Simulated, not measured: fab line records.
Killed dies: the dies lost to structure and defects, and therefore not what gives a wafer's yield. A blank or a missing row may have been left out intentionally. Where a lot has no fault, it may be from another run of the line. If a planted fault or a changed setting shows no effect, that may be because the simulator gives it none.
fab line records	flow n5-finfet	part 1 of 2: steps 1 to 19 of 29
[record] lots = 5	wafers = 15	last-day = 18
route steps=1938 shown BEOL_M15@1822 PASS1_DEP@1831 MIM_BOT@1832 MIM_TOP@1834 MIM_TOP_LITHO@1839
lots that met no fault: from a run of the same line without faults
start-h: the number of hours between the record's first day and the start of the first shown wafer of the lot	wait-h: hours since the lot's step before	" unchanged from the row above	L1.1+2: one row covering several wafers at once	- no value, or no start given	* or withheld: withheld	< > ~ a bound
route shown NAME@n: names a module that has steps shown in the file, with the first one's number in the route	usual: the fault-free wafers' mean and standard deviation	same: alike in all rows	chamber/n: place in a boat	sites: each site's reading	_std_site: the values' standard deviation	_edge_site: outer sites' mean less inner sites'	radius-mm: for every site, how far away it sits from the centre of the wafer	mask NAME#n: copy n	behind: the tool/chamber that last shaped the wafer	hold: cause of the lot's hold/its duration in hours/its outcome	device: names the non-switching transistor (n, p or np)	end of line: the route-end tests of the same wafers	step lacking rows: just its recipe	killed: at the first sort, the dies lost to defects and structure; wafer yield is something else	map: per-die view of a wafer (x killed, . not killed, _ where there is no die)
set.NAME: setting as actually run; set.NAME@STEP: the setting as run at that earlier step	model.NAME: the simulator's own value behind a step, which no gauge read
lots seen at some steps along the route; tables by step, rows by wafer
services: from which hour (start-h, from the record's first day; less than 0 if before it) a tool's chamber was out of use, for how many hours, and why
[[steps]]
[step N5_BEOL_M15_ECD_47]
[recipe] material = Cu	target-thk-a = 18600
lot.wafer	tool	chamber	start-h	wait-h
L078.1+4+6	ecd-cu-01	1,0,0	290.70	0.1
L076.2+4+5	ecd-cu-01	0,0,1	294.02	0.1
L088.2+3+6	ecd-cu-01	0,1,0	354.07	0.1
L091.1+4+6	ecd-cu-01	0,1,1	363.91	0.1
L096.1+2+3	ecd-cu-02	1,0,1	417.21	0.1
[step N5_BEOL_M15_ANNEAL_48]
[recipe] temp-c = 225	time-s = 90	ambient = N2
[usual] wafer_temp_C_max = 226.1/0.49
lot.wafer	tool	chamber	start-h	wait-h	wafer_temp_C_max
L078.1	rtp-anneal-02	0	290.94	0.2	226.3
L078.4	"	0	"	"	226.5
L078.6	"	0	"	"	226.5
L076.2	rtp-anneal-02	0	294.43	0.3	226.3
L076.4	"	0	"	"	226.8
L076.5	"	0	"	"	226.6
L088.2	rtp-anneal-01	0	354.36	0.2	225.3
L088.3	"	0	"	"	225.6
L088.6	"	0	"	"	225.5
L091.1	rtp-anneal-02	0	364.16	0.2	226.7
L091.4	"	0	"	"	226.5
L091.6	"	0	"	"	226.4
L096.1	rtp-anneal-01	0	417.45	0.2	225.8
L096.2	"	0	"	"	225.5
L096.3	"	0	"	"	226.2
[step N5_BEOL_M15_CMP_49]
[recipe] stop-on = SiO2	t-overpolish-s = 4.9	down-force-psi = 2	platen-rpm = 80	clearing-platen-down-force-psi = 2	clearing-platen-rpm = 80	post-cmp-clean = cu-alkaline	target-thk-nm = 850	clearing-platen-pad-velocity-m-s = 1.5917	pad-velocity-m-s = 1.5917
[usual] barrier-field-endpoint-s = 11.5/0.34	motor-current-A = 7.9/0.98	overpolish-run-s = 4.900/0.009
lot.wafer	tool	chamber	start-h	wait-h	barrier-field-endpoint-s	motor-current-A	overpolish-run-s
L078.1	cmp-04	0	291.24	0.3	11.7	6.5	4.897
L078.4	"	2	"	"	11.6	8.2	4.905
L078.6	"	1	"	"	10.9	8.5	4.900
L076.2	cmp-03	2	294.68	0.2	11.7	9.4	4.905
L076.4	"	3	"	"	11.8	8.4	4.907
L076.5	"	3	"	"	11.9	8.1	4.908
L088.2	cmp-01	3	354.73	0.3	11.6	7.6	4.897
L088.3	"	1	"	"	11.7	8.3	4.882
L088.6	"	0	"	"	11.2	8.6	4.892
L091.4	cmp-01	2	364.54	0.2	11.8	6.6	4.905
L091.1	"	3	"	"	11.5	7.7	4.896
L091.6	"	1	"	"	11.5	8.0	4.909
L096.2	cmp-01	2	417.80	0.3	12.1	6.1	4.895
L096.3	"	3	"	"	11.6	7.7	4.913
L096.1	"	0	"	"	11.7	8.3	4.898
[step N5_BEOL_M15_THK_MEAS_50]
[recipe] thk-meas-gauge = xrf	reads = Cu_of_BEOL_M15_ECD_47
[usual] M15_THK = 857/21
lot.wafer	tool	chamber	start-h	wait-h	M15_THK[nm]
L078.1	film-metro-01	-	291.53	-	861
L078.4	"	-	"	"	852
L078.6	"	-	"	"	843
L076.2	film-metro-02	-	294.98	-	859
L076.4	"	-	"	"	827
L076.5	"	-	"	"	859
L088.2	film-metro-02	-	355.03	-	835
L088.3	"	-	"	"	831
L088.6	"	-	"	"	834
L091.1	film-metro-02	-	364.76	-	842
L091.4	"	-	"	"	874
L091.6	"	-	"	"	874
L096.1	film-metro-02	-	418.06	-	839
L096.2	"	-	"	"	832
L096.3	"	-	"	"	826
[step N5_BEOL_M15_PRE_CLEAN_52]
[recipe] gas = NH3	time-s = 15	temp-c = withheld	rf-power-w = 300
lot.wafer	tool	chamber	start-h	wait-h
L078.1+4+6	pecvd-04	1,0,1	291.57	0.0
L076.2+4+5	pecvd-03	0,0,2	295.01	0.0
L088.2+3+6	pecvd-02	1,2,2	355.06	0.0
L091.1+4+6	pecvd-02	1,2,0	364.80	0.0
L096.1+2+3	pecvd-03	0,2,1	418.10	0.0
[step N5_BEOL_M15_DEP_53]
[recipe] material = SiCN	target-thk-a = 500	temp-c = withheld	precursor = 3MS/NH3	pressure-torr = 3	rf-w = 675	time-s = 17.8
[usual] showerhead-plenum-p-Torr = 4.164/0.023	throttle-valve-pct = 17.8/0.89
lot.wafer	tool	chamber	start-h	wait-h	showerhead-plenum-p-Torr	throttle-valve-pct
L078.1	pecvd-04	1	291.60	0.0	4.139	18.3
L078.4	"	0	"	"	4.153	18.2
L078.6	"	1	"	"	4.137	18.5
L076.2	pecvd-03	0	295.04	0.0	4.211	17.1
L076.4	"	0	"	"	4.210	16.8
L076.5	"	2	"	"	4.171	16.9
L088.2	pecvd-02	1	355.09	0.0	4.176	18.0
L088.3	"	2	"	"	4.142	17.5
L088.6	"	2	"	"	4.147	17.7
L091.1	pecvd-02	1	364.82	0.0	4.173	17.8
L091.4	"	2	"	"	4.148	17.5
L091.6	"	0	"	"	4.156	16.9
L096.1	pecvd-03	0	418.12	0.0	4.215	17.3
L096.2	"	2	"	"	4.175	17.1
L096.3	"	1	"	"	4.169	19.3
[step N5_BEOL_M15_RS_MEAS_54]
[recipe] thk-meas-gauge = four-point-probe	reads = Cu_of_BEOL_M15_ECD_47+Ta_of_BEOL_M15_SPUTTER_44+TaN_of_BEOL_M15_SPUTTER_43
[usual] M15_RS = 0.0217/0.0005
lot.wafer	tool	chamber	start-h	wait-h	M15_RS[ohm/sq]
L078.1	film-metro-01	-	291.66	0.0	0.0217
L078.4	"	-	"	"	0.0219
L078.6	"	-	"	"	0.0221
L076.2	film-metro-02	-	295.11	0.1	0.0214
L076.4	"	-	"	"	0.0223
L076.5	"	-	"	"	0.0215
L088.2	film-metro-02	-	355.16	0.1	0.0221
L088.3	"	-	"	"	0.0223
L088.6	"	-	"	"	0.0222
L091.1	film-metro-01	-	364.89	0.0	0.0220
L091.4	"	-	"	"	0.0212
L091.6	"	-	"	"	0.0212
L096.1	film-metro-02	-	418.19	0.0	0.0220
L096.2	"	-	"	"	0.0220
L096.3	"	-	"	"	0.0224
[step N5_BEOL_M15_INSPECT_55]
[recipe] inspect-instrument = darkfield	mode = post-dep
[usual] raw-defect-count = 73/23
lot.wafer	tool	chamber	start-h	wait-h	raw-defect-count
L078.1	defect-inspect-02	-	291.69	0.0	102
L078.4	"	-	"	"	94
L078.6	"	-	"	"	93
L076.2	defect-inspect-02	-	295.13	0.0	68
L076.4	"	-	"	"	80
L076.5	"	-	"	"	48
L088.2	defect-inspect-01	-	355.18	0.0	89
L088.3	"	-	"	"	74
L088.6	"	-	"	"	54
L091.1	defect-inspect-01	-	364.92	0.0	71
L091.4	"	-	"	"	64
L091.6	"	-	"	"	105
L096.1	defect-inspect-02	-	418.21	0.0	70
L096.2	"	-	"	"	57
L096.3	"	-	"	"	64
[step N5_BEOL_M15_RC_MEAS_101]
[usual] COMB_M10 = 1.55e-11/2.8e-12	COMB_M11 = 1.48e-11/2.8e-12	COMB_M12 = 7.1e-12/1.3e-12	COMB_M13 = 5.4e-12/9.1e-13	COMB_M14 = 4.2e-12/7.4e-13	COMB_M15 = 3.1e-12/6.6e-13	COMB_M5 = 3.8e-11/7.8e-12	COMB_M6 = 2.5e-11/5.6e-12	COMB_M7 = 2.6e-11/5.1e-12	COMB_M8 = 2.6e-11/5.2e-12	COMB_M8_max_site = 3.8e-11/8.5e-12	COMB_M9 = 1.5e-11/3e-12	SERP_M10 = 3.09/0.11	SERP_M11 = 3.05/0.11	SERP_M11_max_site = 3.14/0.12	SERP_M12 = 0.640/0.021	SERP_M13 = 0.309/0.0084	SERP_M14 = 0.164/0.0062	SERP_M5 = 39.2/2.4	SERP_M6 = 13.6/0.63	SERP_M7 = 14.2/0.75	SERP_M8 = 14.2/0.72	SERP_M9 = 3.07/0.12
lot.wafer	tool	chamber	start-h	wait-h	COMB_M10[S/m]	COMB_M11[S/m]	COMB_M12[S/m]	COMB_M13[S/m]	COMB_M14[S/m]	COMB_M15[S/m]	COMB_M5[S/m]	COMB_M6[S/m]	COMB_M7[S/m]	COMB_M8[S/m]	COMB_M8_max_site[S/m]	COMB_M9[S/m]	SERP_M10[ohm/um]	SERP_M11[ohm/um]	SERP_M11_max_site[ohm/um]	SERP_M12[ohm/um]	SERP_M13[ohm/um]	SERP_M14[ohm/um]	SERP_M5[ohm/um]	SERP_M6[ohm/um]	SERP_M7[ohm/um]	SERP_M8[ohm/um]	SERP_M9[ohm/um]
L078.1	prober-02	0	291.71	0.0	1.57e-11	1.37e-11	5.3e-12	5.1e-12	4.2e-12	3.6e-12	4.1e-11	1.9e-11	3e-11	3.4e-11	4.9e-11	1.8e-11	3.01	3.07	3.16	0.633	0.310	0.161	34.7	13.1	13.4	13.0	3.02
L078.4	"	0	"	"	1.65e-11	1.34e-11	6.2e-12	5.8e-12	4.9e-12	4.7e-12	3.5e-11	2.8e-11	2.3e-11	3.1e-11	4.3e-11	1.2e-11	3.07	2.94	3.02	0.612	0.314	0.167	36.2	13.0	15.3	14.9	3.22
L078.6	"	0	"	"	1.22e-11	1.85e-11	6.8e-12	6.8e-12	5.8e-12	4.8e-12	3.1e-11	2.2e-11	2e-11	3e-11	4.5e-11	2.2e-11	2.92	3.09	3.11	0.644	0.319	0.158	33.8	13.9	13.3	13.5	2.94
L076.2	prober-02	0	295.31	0.2	1.81e-11	1.4e-11	6.7e-12	6.2e-12	4.8e-12	2.8e-12	4.3e-11	3.2e-11	2.6e-11	2.3e-11	2.9e-11	2.1e-11	3.18	2.86	2.91	0.674	0.298	0.169	36.7	13.4	13.6	14.7	2.80
L076.4	"	0	"	"	1.5e-11	1.36e-11	7.8e-12	5.6e-12	4.3e-12	3.5e-12	3.6e-11	2.7e-11	1.9e-11	2.1e-11	3.5e-11	1.7e-11	3.05	2.83	2.96	0.665	0.307	0.151	40.5	13.3	14.8	15.1	3.18
L076.5	"	0	"	"	1.13e-11	1.07e-11	6.5e-12	5.7e-12	5.4e-12	3.2e-12	3.3e-11	2.3e-11	2.2e-11	2.2e-11	3.1e-11	1.3e-11	3.18	3.12	3.21	0.660	0.320	0.167	40.0	13.1	13.7	13.7	3.09
L088.2	prober-01	0	355.36	0.2	1.95e-11	1.46e-11	6.8e-12	6e-12	4.5e-12	3.1e-12	3.2e-11	2.5e-11	3.8e-11	2.6e-11	3.2e-11	1.7e-11	3.23	3.13	3.23	0.637	0.322	0.151	41.1	13.4	15.2	14.1	3.02
L088.3	"	0	"	"	1.6e-11	1.62e-11	6.9e-12	4.8e-12	3.4e-12	2.8e-12	3.7e-11	1.9e-11	4.1e-11	2.9e-11	3.9e-11	2e-11	3.17	3.19	3.29	0.632	0.315	0.159	41.1	13.4	14.4	14.8	3.04
L088.6	"	0	"	"	1.95e-11	1.64e-11	9.1e-12	7.4e-12	4.6e-12	2.2e-12	3.3e-11	2.5e-11	3.3e-11	1.8e-11	2.3e-11	1.9e-11	3.05	3.15	3.20	0.599	0.304	0.152	39.3	14.7	13.9	13.2	3.09
L091.1	prober-02	0	364.94	0.0	1.69e-11	1.66e-11	8.9e-12	5.9e-12	3.7e-12	3e-12	5.1e-11	2.9e-11	2.1e-11	3.4e-11	4.7e-11	1.8e-11	3.12	3.09	3.15	0.670	0.312	0.169	41.8	12.9	12.7	15.3	3.07
L091.4	"	0	"	"	1.93e-11	1.2e-11	8.5e-12	5.3e-12	4.3e-12	3.3e-12	4e-11	2.5e-11	3.3e-11	3.7e-11	5.1e-11	1.5e-11	3.24	3.04	3.19	0.623	0.296	0.162	35.4	14.0	14.9	14.8	2.90
L091.6	"	0	"	"	1.82e-11	1.96e-11	8.5e-12	4.5e-12	3.6e-12	3.3e-12	4.3e-11	2.8e-11	3.6e-11	2.8e-11	3.9e-11	1.8e-11	3.11	3.03	3.14	0.650	0.312	0.164	38.9	14.6	13.5	13.5	3.03
L096.1	prober-01	0	418.24	0.0	1.64e-11	1.4e-11	5.9e-12	3.6e-12	4.2e-12	3.3e-12	4.7e-11	3.2e-11	2.2e-11	2.3e-11	4.2e-11	8e-12	3.17	2.88	2.95	0.654	0.308	0.162	41.5	13.3	14.1	14.8	3.10
L096.2	"	0	"	"	1.19e-11	1.46e-11	5.7e-12	4.7e-12	3.7e-12	2.8e-12	5.6e-11	2.9e-11	2e-11	2.2e-11	2.6e-11	1.4e-11	3.10	2.98	3.10	0.655	0.302	0.170	39.7	13.1	15.2	13.9	2.86
L096.3	"	0	"	"	1.55e-11	1.19e-11	5.2e-12	4.9e-12	4.2e-12	4.1e-12	3.6e-11	2.3e-11	2.3e-11	2.3e-11	3.5e-11	1.5e-11	3.12	2.98	3.05	0.636	0.315	0.162	39.8	13.9	14.6	14.0	3.09
[step N5_PASSIVATION_PECVD_00]
[recipe] material = SiO2	target-thk-a = 2000	temp-c = 400	precursor = SiH4/N2O	pressure-torr = 2.7	rf-w = 608	time-s = 11.2
[usual] heater-power-w = 698/91	showerhead-plenum-p-Torr = 8.15/0.056	throttle-valve-pct = 50.5/2
lot.wafer	tool	chamber	start-h	wait-h	heater-power-w	showerhead-plenum-p-Torr	throttle-valve-pct
L078.1	pecvd-04	1	292.69	0.8	670	8.03	52.5
L078.4	"	2	"	"	783	8.15	47.0
L078.6	"	0	"	"	873	8.13	52.8
L076.2	pecvd-02	1	296.13	0.7	632	8.22	51.2
L076.4	"	1	"	"	634	8.21	51.0
L076.5	"	2	"	"	794	8.11	50.3
L088.2	pecvd-02	0	356.17	0.7	730	8.19	48.5
L088.3	"	1	"	"	653	8.22	51.1
L088.6	"	1	"	"	666	8.22	50.9
L091.1	pecvd-04	0	365.91	0.8	769	8.14	52.8
L091.4	"	2	"	"	780	8.14	47.5
L091.6	"	1	"	"	693	8.04	52.7
L096.1	pecvd-02	0	419.21	0.8	618	8.18	49.0
L096.2	"	1	"	"	545	8.19	44.2
L096.3	"	2	"	"	773	8.12	50.7
[step N5_MIM_BOT_DEGAS_01]
[recipe] ambient = vacuum	temp-c = 300	time-s = 60
[usual] heater-power-w = 476/56
lot.wafer	tool	chamber	start-h	wait-h	heater-power-w
L078.1	pvd-sputter-01	-	293.13	0.4	472
L078.4	"	-	"	"	509
L078.6	"	-	"	"	469
L076.2	pvd-sputter-01	-	296.97	0.8	469
L076.4	"	-	"	"	484
L076.5	"	-	"	"	497
L088.2	pvd-sputter-03	-	356.58	0.4	522
L088.3	"	-	"	"	442
L088.6	"	-	"	"	415
L091.1	pvd-sputter-02	-	367.23	1.3	428
L091.4	"	-	"	"	551
L091.6	"	-	"	"	561
L096.1	pvd-sputter-02	-	419.86	0.6	565
L096.2	"	-	"	"	551
L096.3	"	-	"	"	427
[step N5_MIM_BOT_SPUTTER_00]
[recipe] material = TiN	target-thk-a = 350	temp-c = 200	power-w = 3000	chamber-pressure-pa = 0.49996	gas = Ar	reactive-partial-pa = 0.37997	time-s = 89.7
[usual] throttle-valve-pct = 29.8/0.91
lot.wafer	tool	chamber	start-h	wait-h	throttle-valve-pct
L078.1	pvd-sputter-01	-	293.17	0.0	30.0
L078.4	"	-	"	"	29.8
L078.6	"	-	"	"	30.1
L076.2	pvd-sputter-01	-	297.01	0.0	29.9
L076.4	"	-	"	"	29.2
L076.5	"	-	"	"	29.4
L088.2	pvd-sputter-03	-	356.62	0.0	31.3
L088.3	"	-	"	"	29.7
L088.6	"	-	"	"	30.1
L091.1	pvd-sputter-02	-	367.27	0.0	30.7
L091.4	"	-	"	"	29.3
L091.6	"	-	"	"	28.8
L096.1	pvd-sputter-02	-	419.90	0.0	30.0
L096.2	"	-	"	"	28.7
L096.3	"	-	"	"	30.5
[step N5_MIM_TOP_ALD_00]
[recipe] material = Al2O3	target-thk-a = *	temp-c = withheld	ald-precursor-family = TMA	ald-co-reactant = O3	pulse-time-s = withheld	purge-time-s = 3	co-reactant-purge-time-s = withheld	co-reactant-pulse-time-s = 3	ald-cycles = withheld
[usual] precursor-pulse-height-rel = 1.001/0.019
lot.wafer	tool	chamber	start-h	wait-h	precursor-pulse-height-rel
L078.1	ald-hk-03	0	293.27	0.1	0.981
L078.4	"	1	"	"	0.997
L078.6	"	2	"	"	0.974
L076.2	ald-hk-03	2	297.11	0.1	0.999
L076.4	"	3	"	"	0.974
L076.5	"	3	"	"	0.984
L088.2	ald-hk-01	1	356.72	0.1	1.014
L088.3	"	2	"	"	1.010
L088.6	"	3	"	"	1.000
L091.1	ald-hk-01	2	367.37	0.1	0.969
L091.4	"	3	"	"	0.995
L091.6	"	1	"	"	0.984
L096.1	ald-hk-03	0	420.00	0.1	1.010
L096.2	"	3	"	"	1.040
L096.3	"	2	"	"	0.994
[step N5_MIM_TOP_ALD_01]
[recipe] material = HfO2	target-thk-a = 56	temp-c = withheld	ald-precursor-family = Hf-amide	ald-co-reactant = O3	pulse-time-s = 1	purge-time-s = 3	co-reactant-purge-time-s = 2	co-reactant-pulse-time-s = 3	ald-cycles = 62
[usual] precursor-pulse-height-rel = 0.999/0.02
lot.wafer	tool	chamber	start-h	wait-h	precursor-pulse-height-rel
L078.1	ald-hk-03	0	-	-	1.007
L078.4	"	1	"	"	0.956
L078.6	"	2	"	"	0.998
L076.2	ald-hk-03	2	-	-	1.004
L076.4	"	3	"	"	0.978
L076.5	"	3	"	"	1.017
L088.2	ald-hk-01	1	-	-	0.988
L088.3	"	2	"	"	1.006
L088.6	"	3	"	"	1.027
L091.1	ald-hk-01	2	-	-	0.966
L091.4	"	3	"	"	0.960
L091.6	"	1	"	"	1.005
L096.1	ald-hk-03	0	-	-	1.003
L096.2	"	3	"	"	0.997
L096.3	"	2	"	"	1.011
[step N5_MIM_TOP_ALD_02]
[recipe] material = Al2O3	target-thk-a = *	temp-c = withheld	ald-precursor-family = TMA	ald-co-reactant = O3	pulse-time-s = withheld	purge-time-s = 3	co-reactant-purge-time-s = withheld	co-reactant-pulse-time-s = 3	ald-cycles = withheld
[usual] precursor-pulse-height-rel = 1.000/0.02
lot.wafer	tool	chamber	start-h	wait-h	precursor-pulse-height-rel
L078.1	ald-hk-03	0	-	-	1.001
L078.4	"	1	"	"	1.026
L078.6	"	2	"	"	0.979
L076.2	ald-hk-03	2	-	-	0.946
L076.4	"	3	"	"	0.985
L076.5	"	3	"	"	0.979
L088.2	ald-hk-01	1	-	-	0.987
L088.3	"	2	"	"	1.001
L088.6	"	3	"	"	1.019
L091.1	ald-hk-01	2	-	-	1.006
L091.4	"	3	"	"	1.011
L091.6	"	1	"	"	1.035
L096.1	ald-hk-03	0	-	-	0.991
L096.2	"	3	"	"	0.969
L096.3	"	2	"	"	1.027
[step N5_MIM_TOP_DEGAS_04]
[recipe] ambient = vacuum	temp-c = 300	time-s = 60
[usual] heater-power-w = 478/56
lot.wafer	tool	chamber	start-h	wait-h	heater-power-w
L078.1	pvd-sputter-01	-	296.05	-	426
L078.4	"	-	"	"	472
L078.6	"	-	"	"	476
L076.2	pvd-sputter-02	-	298.27	-	429
L076.4	"	-	"	"	450
L076.5	"	-	"	"	437
L088.2	pvd-sputter-02	-	357.25	-	448
L088.3	"	-	"	"	563
L088.6	"	-	"	"	577
L091.1	pvd-sputter-03	-	368.88	-	365
L091.4	"	-	"	"	414
L091.6	"	-	"	"	407
L096.1	pvd-sputter-02	-	420.50	-	413
L096.2	"	-	"	"	564
L096.3	"	-	"	"	541
[step N5_MIM_TOP_SPUTTER_03]
[recipe] material = TiN	target-thk-a = 350	temp-c = 200	power-w = 3000	chamber-pressure-pa = 0.49996	gas = Ar	reactive-partial-pa = 0.37997	time-s = 89.7
[usual] throttle-valve-pct = 29.7/0.95
lot.wafer	tool	chamber	start-h	wait-h	throttle-valve-pct
L078.1	pvd-sputter-01	-	296.09	0.0	30.3
L078.4	"	-	"	"	30.0
L078.6	"	-	"	"	29.8
L076.2	pvd-sputter-02	-	298.31	0.0	30.4
L076.4	"	-	"	"	27.8
L076.5	"	-	"	"	30.2
L088.2	pvd-sputter-02	-	357.29	0.0	27.6
L088.3	"	-	"	"	30.0
L088.6	"	-	"	"	29.0
L091.1	pvd-sputter-03	-	368.92	0.0	30.7
L091.4	"	-	"	"	29.8
L091.6	"	-	"	"	30.3
L096.1	pvd-sputter-02	-	420.54	0.0	30.4
L096.2	"	-	"	"	28.8
L096.3	"	-	"	"	30.1
[step N5_MIM_TOP_LITHO_HMDS_01]
[recipe] time-s = 60	temp-c = 120
[usual] resist-line-temp-C = 22.99/0.11
lot.wafer	tool	chamber	start-h	wait-h	resist-line-temp-C
L078.1	litho-track-04	0	296.19	0.1	22.97
L078.4	"	0	"	"	23.02
L078.6	"	0	"	"	23.07
L076.2	litho-track-03	0	298.42	0.1	22.96
L076.4	"	0	"	"	22.99
L076.5	"	0	"	"	23.10
L088.2	litho-track-04	0	357.40	0.1	22.97
L088.3	"	0	"	"	22.96
L088.6	"	0	"	"	23.04
L091.1	litho-track-04	0	369.02	0.1	23.00
L091.4	"	0	"	"	23.08
L091.6	"	0	"	"	23.06
L096.1	litho-track-04	0	420.64	0.1	22.71
L096.2	"	0	"	"	22.91
L096.3	"	0	"	"	22.69
[step N5_MIM_TOP_LITHO_COAT_02]
[recipe] spin-rpm = *	resist-thk-nm = *
[usual] resist-line-temp-C = 23.01/0.11
lot.wafer	tool	chamber	start-h	wait-h	resist-line-temp-C
L078.1	litho-track-04	0	-	-	23.02
L078.4	"	0	"	"	22.97
L078.6	"	0	"	"	23.19
L076.2	litho-track-03	0	-	-	22.81
L076.4	"	0	"	"	22.96
L076.5	"	0	"	"	22.74
L088.2	litho-track-04	0	-	-	23.26
L088.3	"	0	"	"	23.15
L088.6	"	0	"	"	23.22
L091.1	litho-track-04	0	-	-	22.97
L091.4	"	0	"	"	22.87
L091.6	"	0	"	"	23.00
L096.1	litho-track-04	0	-	-	23.00
L096.2	"	0	"	"	22.97
L096.3	"	0	"	"	22.89
